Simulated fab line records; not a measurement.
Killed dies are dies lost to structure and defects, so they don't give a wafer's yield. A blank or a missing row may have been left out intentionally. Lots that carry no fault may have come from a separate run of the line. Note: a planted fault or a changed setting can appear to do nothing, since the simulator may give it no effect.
Matching of chambers	flow n5-finfet	rie-diel-02 running N5_BEOL_M2_ETCH_74: 4 sister chambers
The step etches underlayer in N2/H2, target depth 6.5 nm, time 5.2 s. 20 wafers are shown with their chamber, then 10 later ones without.

## WAFERS, EACH WITH ITS CHAMBER
wafer	chamber	drypump-motor-current-A (A)	showerhead-plenum-p-Torr (Torr)	throttle-valve-pct (%)
L076.3	1	5.0	2.59	17.47
L076.4	3	5.4	2.58	17.59
L076.6	0	5.7	2.44	18.16
L082.1	2	5.9	2.64	18.05
L082.4	3	5.4	2.57	17.63
L082.5	1	5.0	2.59	17.47
L083.1	0	5.6	2.44	18.14
L083.2	3	5.4	2.57	17.64
L083.5	2	5.9	2.64	18.05
L085.2	3	5.4	2.57	17.62
L085.4	1	5.0	2.58	17.50
L085.6	1	5.0	2.58	17.50
L086.1	1	5.0	2.58	17.50
L086.2	2	5.9	2.64	18.06
L086.4	3	5.4	2.57	17.62
L084.1	0	5.7	2.43	18.14
L084.5	1	5.0	2.58	17.52
L084.6	2	5.9	2.64	18.05
L089.3	3	5.4	2.57	17.66
L089.4	2	5.9	2.64	18.07

SIGNATURES, as means of the wafers listed above
reading	chamber 0	chamber 1	chamber 2	chamber 3	scatter within a chamber
drypump-motor-current-A	5.667	5.000	5.900	5.400	0.0204
showerhead-plenum-p-Torr	2.4367	2.5833	2.6400	2.5717	0.00421
throttle-valve-pct	18.1467	17.4933	18.0560	17.6267	0.0181
Rule: for a wafer and a chamber, the distance is found by dividing, reading by reading, the gap between the wafer's reading and the chamber's mean by the reading's scatter, squaring, summing and taking the root. The wafer belongs to the nearest chamber; if the next one is less than 2 further off, it can't be placed. The scatter: the root of (the sum of the squares of (reading less its chamber's mean) over the shown wafers, divided by (wafers less chambers)).

## WAFERS WITH NO CHAMBER GIVEN
wafer	drypump-motor-current-A (A)	showerhead-plenum-p-Torr (Torr)	throttle-valve-pct (%)
L089.5	5.7	2.43	18.18
L091.1	5.4	2.56	17.62
L091.3	5.9	2.63	18.10
L091.4	5.0	2.58	17.52
L094.4	5.4	2.56	17.68
L094.5	5.6	2.43	18.19
L094.6	5.4	2.56	17.67
L097.4	5.0	2.57	17.56
L097.5	5.6	2.42	18.19
L097.6	5.4	2.56	17.67

## WHICH CHAMBER EACH ONE RAN IN
wafer	from the rows above	in truth
L089.5	0	0
L091.1	3	3
L091.3	2	2
L091.4	1	1
L094.4	3	3
L094.5	0	0
L094.6	3	3
L097.4	1	1
L097.5	0	0
L097.6	3	3
10 of 10 placed correctly. From these rows, 0 cannot be placed. Placed wrongly: 0.
